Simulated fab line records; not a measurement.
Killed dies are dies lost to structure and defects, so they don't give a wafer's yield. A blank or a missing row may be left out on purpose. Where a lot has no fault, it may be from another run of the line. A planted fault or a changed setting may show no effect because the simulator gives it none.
fab line records	flow nandHarc
[record] lots = 13	wafers = 39	lastDay = 34
route steps=1302 shown P_BONDPAD@386 A_ZERO_WELL@411 A_ONON_D1@440 A_CHANNEL_HOLE_D1@464 END@1302
lots that met no fault: taken from a fault-free run of the same line
startH: hours from the record's first day to the start of the lot's first wafer shown	waitH: hours from the lot's prior step to this one	" identical to the entry in the row above	L1.1+2: several wafers, shown together as one row	- value missing, or start not given	* or withheld: withheld	< > ~ a bound
route shown NAME@n: a module of which the file shows steps, and the number in the route of the first	usual: mean/standard deviation taken from wafers without a fault	same: alike in all rows	chamber/n: place in a boat	sites: each site's reading	_std_site: the values' standard deviation	_edge_site: inner sites' mean taken away from outer sites' mean	radiusMm: how far each site lies from the wafer's centre	mask NAME#n: copy n	behind: tool/chamber where the wafer was last shaped	hold: why the lot went on hold/how many hours it stayed there/how the hold came to an end	device: the n, p or np transistor that did not switch	end of line: the tests these same wafers got at the end of their route	a step given without rows: its recipe and nothing more	killed: dies lost to structure and defects at the first sort, not the wafer's yield	map: a wafer's dies, marking killed ones x, the rest . and places with no die _
set.NAME: the setting as run; set.NAME@STEP: as run at that earlier step	model.NAME: the simulator's own value behind a step, which no gauge read
route steps across a sampled set of lots; one table per step, one row per wafer
services: a tool's chamber out of use, with start hour (startH, from the record's first day; less than 0 if before it), hours out, and reason
[[steps]]
[step NHARC_P_BONDPAD_ACTIVATE_29]
[recipe] timeS = 60	n2FlowSccm = 200	arFlowSccm = 0	biasPowerW = 0	chemistry = N2
[usual] drypumpMotorCurrentA = 5.5/0.45	oesProductAu = 0.995/0.012	rfVppV = 64.4/0.88	showerheadPlenumPTorr = 1.80/0.055
lot.wafer	tool	chamber	startH	waitH	drypumpMotorCurrentA	oesProductAu	rfHoursCounterH	rfVppV	showerheadPlenumPTorr
L525.2	rieDiel-05	2	152.66	0.1	6.0	1.024	3.3	63.8	1.85
L525.4	"	1	"	"	5.7	1.003	3.4	66.2	1.80
L525.5	"	2	"	"	6.0	1.014	-	63.3	1.85
L526.1	rieDiel-04	2	154.36	0.1	5.6	1.011	3.8	64.1	1.81
L526.4	"	0	"	"	4.9	0.991	4.6	65.1	1.79
L526.3	"	1	"	"	5.3	1.008	4.6	63.5	1.89
L528.4	rieDiel-06	1	179.18	0.1	5.0	0.980	3.4	64.2	1.84
L528.3	"	2	"	"	5.4	1.014	3.1	64.4	1.72
L528.2	"	3	"	"	5.5	0.983	1.7	65.1	1.86
L531.3	rieDiel-04	0	207.42	0.1	4.9	0.987	1.0	63.3	1.78
L531.6	"	0	"	"	4.9	0.986	-	64.5	1.78
L531.5	"	2	"	"	5.6	0.990	-	65.4	1.81
L534.2	rieDiel-06	0	244.45	0.1	5.3	0.981	4.9	66.2	1.77
L534.1	"	1	"	"	5.0	0.983	5.5	65.2	1.84
L534.6	"	1	"	"	5.0	0.984	-	65.9	1.84
L539.3	rieDiel-06	3	285.64	0.1	5.5	0.983	6.2	63.3	1.86
L539.1	"	1	"	"	5.0	0.988	7.9	66.7	1.84
L539.6	"	3	"	"	5.5	0.984	-	65.6	1.86
L541.2	rieDiel-04	0	313.60	0.1	4.8	0.997	3.7	64.3	1.78
L541.3	"	1	"	"	5.3	0.980	2.5	64.2	1.89
L541.5	"	0	"	"	4.9	0.985	-	64.4	1.78
L542.2	rieDiel-04	3	319.20	0.1	5.6	0.994	3.4	64.2	1.76
L542.3	"	1	"	"	5.3	0.983	2.6	64.3	1.89
L542.5	"	3	"	"	5.5	0.994	-	64.8	1.76
L543.4	rieDiel-04	1	334.42	0.1	5.3	0.992	3.6	65.4	1.89
L543.2	"	3	"	"	5.6	1.003	4.4	63.9	1.76
L543.5	"	2	"	"	5.5	0.990	-	63.6	1.81
L544.3	rieDiel-04	2	339.39	0.1	5.6	0.993	4.7	63.9	1.81
L544.2	"	0	"	"	4.9	0.995	5.1	65.3	1.78
L544.5	"	3	"	"	5.5	0.999	-	64.6	1.76
L545.3	rieDiel-04	1	349.49	0.1	5.4	0.991	4.0	62.8	1.89
L545.4	"	2	"	"	5.5	0.982	4.9	64.8	1.81
L545.6	"	0	"	"	4.8	0.992	-	65.8	1.78
L546.3	rieDiel-06	0	357.73	0.1	5.3	1.004	2.3	65.2	1.77
L546.4	"	1	"	"	5.0	0.997	2.3	64.5	1.84
L546.1	"	2	"	"	5.4	1.024	1.9	65.1	1.72
L547.1	rieDiel-04	3	371.18	0.1	5.6	1.004	0.3	64.3	1.76
L547.4	"	0	"	"	4.9	0.991	0.4	65.3	1.78
L547.5	"	0	"	"	4.8	0.990	-	63.3	1.78
[step NHARC_A_ZERO_WELL_RTA_16]
[recipe] tempC = 1000	timeS = 10
[usual] lampPowerPct = 30.9/0.86	wafer_temp_C_max = 1005.6/1
lot.wafer	tool	chamber	startH	waitH	lampPowerPct	wafer_temp_C_max
L525.2	rtpAnneal-02	0	155.46	-	29.9	1005.2
L525.4	"	0	"	"	29.9	1005.4
L525.5	"	0	"	"	30.0	1003.6
L526.1	rtpAnneal-02	0	156.89	-	29.9	1006.1
L526.3	"	0	"	"	29.9	1005.7
L526.4	"	0	"	"	29.9	1003.9
L528.2	rtpAnneal-01	0	181.59	-	31.7	1006.0
L528.3	"	0	"	"	31.7	1005.9
L528.4	"	0	"	"	31.6	1005.4
L531.3	rtpAnneal-01	0	210.00	-	31.7	1005.8
L531.5	"	0	"	"	31.7	1005.0
L531.6	"	0	"	"	31.6	1004.9
L534.1	rtpAnneal-02	0	246.85	-	29.9	1004.3
L534.2	"	0	"	"	29.9	1004.8
L534.6	"	0	"	"	29.8	1004.8
L539.1	rtpAnneal-01	0	288.13	-	31.7	1005.4
L539.3	"	0	"	"	31.6	1006.2
L539.6	"	0	"	"	31.6	1005.9
L541.2	rtpAnneal-01	0	316.05	-	31.6	1003.7
L541.3	"	0	"	"	31.7	1005.1
L541.5	"	0	"	"	31.7	1006.5
L542.2	rtpAnneal-02	0	322.12	-	29.9	1005.0
L542.3	"	0	"	"	29.9	1006.3
L542.5	"	0	"	"	29.9	1006.0
L543.2	rtpAnneal-01	0	336.97	-	31.6	1005.8
L543.4	"	0	"	"	31.7	1005.2
L543.5	"	0	"	"	31.6	1005.7
L544.2	rtpAnneal-02	0	341.94	-	29.8	1004.6
L544.3	"	0	"	"	29.9	1004.6
L544.5	"	0	"	"	29.9	1004.8
L545.3	rtpAnneal-02	0	351.93	-	29.9	1004.6
L545.4	"	0	"	"	29.9	1006.0
L545.6	"	0	"	"	29.9	1004.8
L546.1	rtpAnneal-01	0	360.24	-	31.6	1007.1
L546.3	"	0	"	"	31.7	1006.7
L546.4	"	0	"	"	31.7	1006.6
L547.1	rtpAnneal-02	0	373.90	-	29.9	1005.0
L547.4	"	0	"	"	29.9	1005.2
L547.5	"	0	"	"	29.9	1003.0
[step NHARC_A_ONON_D1_DEP_22]
[recipe] targetThkA = 10000	n2FlowSccm = 2750	n2oFlowSccm = 2000	nh3FlowSccm = 500	sih4FlowSccm = 210	tempC = 400
lot.wafer	tool	chamber	startH	waitH
L526.1+3+4	pecvdOnon-01	0	187.36	0.1
L525.2+4+5	pecvdOnon-03	0	187.41	0.1
L528.2+3+4	pecvdOnon-03	0	214.76	0.1
L531.3+5+6	pecvdOnon-01	0	245.66	0.2
L534.1+2+6	pecvdOnon-02	0	278.60	0.1
L539.1+3+6	pecvdOnon-03	0	323.56	0.1
L542.2+3+5	pecvdOnon-02	0	354.04	0.1
L541.2+3+5	pecvdOnon-01	0	354.05	0.1
L544.2+3+5	pecvdOnon-03	0	371.21	0.1
L543.2+4+5	pecvdOnon-01	0	371.22	0.1
L545.3+4+6	pecvdOnon-02	0	386.75	0.2
L546.1+3+4	pecvdOnon-03	0	393.69	0.1
L547.1+4+5	pecvdOnon-02	0	409.58	0.1
[step NHARC_A_ONON_D1_THK_MEAS_24]
[recipe] thkMeasGauge = ellipsometry
[usual] thkNm = 1000/12
lot.wafer	tool	chamber	startH	waitH	thkNm
L525.2	filmMetro-02	-	187.86	-	1013
L525.4	"	-	"	"	1014
L525.5	"	-	"	"	1014
L526.1	filmMetro-01	-	187.88	-	1028
L526.3	"	-	"	"	1027
L526.4	"	-	"	"	1025
L528.2	filmMetro-01	-	215.22	-	1000
L528.3	"	-	"	"	1003
L528.4	"	-	"	"	1004
L531.3	filmMetro-02	-	246.06	-	999
L531.5	"	-	"	"	1001
L531.6	"	-	"	"	1001
L534.1	filmMetro-01	-	279.11	-	1006
L534.2	"	-	"	"	1308
L534.6	"	-	"	"	1005
L539.1	filmMetro-01	-	324.07	-	983
L539.3	"	-	"	"	980
L539.6	"	-	"	"	979
L542.2	filmMetro-02	-	354.50	-	993
L542.3	"	-	"	"	995
L542.5	"	-	"	"	993
L541.2	filmMetro-01	-	354.50	-	997
L541.3	"	-	"	"	999
L541.5	"	-	"	"	998
L544.2	filmMetro-02	-	371.67	-	990
L544.3	"	-	"	"	991
L544.5	"	-	"	"	990
L543.2	filmMetro-01	-	371.67	-	997
L543.4	"	-	"	"	1000
L543.5	"	-	"	"	999
L545.3	filmMetro-01	-	387.15	-	1003
L545.4	"	-	"	"	1001
L545.6	"	-	"	"	1001
L546.1	filmMetro-01	-	394.20	-	994
L546.3	"	-	"	"	994
L546.4	"	-	"	"	993
L547.1	filmMetro-01	-	410.08	-	1003
L547.4	"	-	"	"	1003
L547.5	"	-	"	"	1002
[step NHARC_A_CHANNEL_HOLE_D1_INSPECT_12]
[usual] rawDefectCount = 6/3.3
lot.wafer	tool	chamber	startH	waitH	rawDefectCount
L526.1	defectInspect-02	-	198.97	0.0	3
L526.3	"	-	"	"	7
L526.4	"	-	"	"	4
L525.2	defectInspect-02	-	199.21	0.0	8
L525.4	"	-	"	"	5
L525.5	"	-	"	"	5
L528.2	defectInspect-01	-	219.74	0.0	7
L528.3	"	-	"	"	5
L528.4	"	-	"	"	7
L531.3	defectInspect-01	-	257.51	0.0	5
L531.5	"	-	"	"	4
L531.6	"	-	"	"	5
L534.1	defectInspect-02	-	283.61	0.0	10
L534.6	"	-	"	"	2
L539.1	defectInspect-02	-	330.42	0.0	6
L539.3	"	-	"	"	7
L539.6	"	-	"	"	12
L541.2	defectInspect-02	-	359.09	0.0	14
L541.3	"	-	"	"	8
L541.5	"	-	"	"	6
L542.2	defectInspect-01	-	359.56	0.0	5
L542.3	"	-	"	"	6
L542.5	"	-	"	"	2
L544.2	defectInspect-02	-	377.85	0.0	2
L544.3	"	-	"	"	8
L544.5	"	-	"	"	1
L543.2	defectInspect-02	-	378.72	0.0	14
L543.4	"	-	"	"	3
L543.5	"	-	"	"	9
L545.3	defectInspect-02	-	391.79	0.0	9
L545.4	"	-	"	"	4
L545.6	"	-	"	"	7
L546.1	defectInspect-02	-	399.89	0.0	5
L546.3	"	-	"	"	2
L546.4	"	-	"	"	3
L547.1	defectInspect-02	-	414.47	0.0	8
L547.4	"	-	"	"	7
L547.5	"	-	"	"	2
[step NHARC_END_SORT_01]
[recipe] tempC = 25
[usual] killedAtArray = 56/17	killedAtOther = 1.2/1.4	killedAtPeriphery = 4/3.2	killedDies = 61/16	killedOpen = 3.6/2.1	killedShort = 2.7/1.8
[same] grossDies = 677
lot.wafer	tool	chamber	startH	waitH	killedAtArray	killedAtOther	killedAtPeriphery	killedDies	killedOpen	killedShort
L534.1	prober-02	0	675.06	2.5	45	0	3	48	4	1
L534.2	prober-02	0	675.87	2.8	671	1	5	677	5	2
L534.6	prober-02	0	679.11	4.1	42	0	5	47	2	2
// killed by level:class
L534.1 A_SLIT:chamberFilmFlake=35 A_STAIRCASE:chamberFilmFlake=2 P_GATE:geometricParticle:open=1 A_CHANNEL_HOLE_D2:geometricParticle:short=1 A_CHANNEL_FILL_D2:geometricParticle:open=1 A_STAIRCASE:geometricParticle:open=1 A_SGD_CUT:geometricParticle:open=1 P_ZERO_WELL:chamberFilmFlake=1
L534.2 A_ONON_D1:areaDep=622 A_SLIT:chamberFilmFlake=31 A_CHANNEL_HOLE_D1:chamberFilmFlake=6 A_STAIRCASE:chamberFilmFlake=4 A_M0:geometricParticle:open=2 A_CHANNEL_HOLE_D2:chamberFilmFlake=2 P_CONTACT:geometricParticle:open=1 P_M0:geometricParticle:short=1
L534.6 A_SLIT:chamberFilmFlake=30 A_CHANNEL_HOLE_D1:chamberFilmFlake=3 A_SGD_CUT:geometricParticle:short=2 P_ZERO_WELL:chamberFilmFlake=2 P_BONDPAD:chamberFilmFlake=2 P_GATE:geometricParticle:open=1 A_DECK1_JOINT:geometricParticle:open=1 A_CHANNEL_FILL_D1:chamberFilmFlake=1
[[services]]
tool	chamber	startH	hours	kind
rieDiel-06	-	130.20	9.0	pm
rieDiel-04	3	154.68	3.9	repair
rieDiel-04	-	177.93	9.0	pm
pecvdOnon-02	-	185.24	13.0	pm
rieDiel-04	1	190.74	25.3	repair
rieDiel-04	2	192.19	5.4	repair
rieDiel-04	3	196.36	3.9	repair
pecvdOnon-03	-	227.00	13.0	pm
rieDiel-05	-	229.90	9.0	pm
rieDiel-06	1	245.60	1.4	repair
rieDiel-05	2	246.03	12.0	repair
rieDiel-05	1	247.73	4.1	repair
pecvdOnon-01	-	269.00	13.0	pm
rieDiel-05	0	290.30	9.2	repair
rieDiel-06	-	307.20	9.0	pm
rieDiel-04	2	312.69	9.3	repair
rieDiel-05	1	320.83	18.1	repair
pecvdOnon-02	-	341.46	2.5	repair
rieDiel-04	1	343.75	5.5	repair
rieDiel-04	-	354.93	9.0	pm
pecvdOnon-02	-	366.24	13.0	pm
rtpAnneal-01	-	372.24	12.0	pm
rieDiel-06	1	397.16	12.5	repair
pecvdOnon-03	-	408.00	13.0	pm
[[key]]
[firstSign] step = NHARC_A_ONON_D1_THK_MEAS_24	reading = thkNm	direction = up	sigmas = 25	usual = 1000	struck = 1308
[effect] step = NHARC_END_SORT_01	reading = killedDies	direction = up	sigmas = 37	usual = 61	struck = 677
[moreKillsBornAt] NHARC_A_ONON_D1_DEP_22@pecvdOnon-02 = 622
metAt NHARC_A_ONON_D1_DEP_22
struckLots L534
struckWafers L534.2
laterRowsLeftOut L534.2
testerLeftOut L534
notActingAt NHARC_P_BONDPAD_ACTIVATE_29,NHARC_A_ZERO_WELL_RTA_16,NHARC_A_CHANNEL_HOLE_D1_INSPECT_12
[fault] kind = processParameterDrift	tool = pecvdOnon-02	chamber = -	onsetH = 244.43	steps = NHARC_A_ONON_D1_DEP_22	channel = targetThkA	offset = *	shape = step	endH = 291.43	scope = struckWafersOnly	actsIn = *	stated = *
// testerLeftOut: of these lots the tester's yield and bins aren't shown, on N5 and GAA mostly nor the transistor test; their killed dies are dies lost to structure and defects alone, not to doping, threshold or leakage, so they don't give the yield
// laterRowsLeftOut: the simulator's readings of these wafers behind a module that went badly wrong aren't trusted and aren't shown, but for the sort
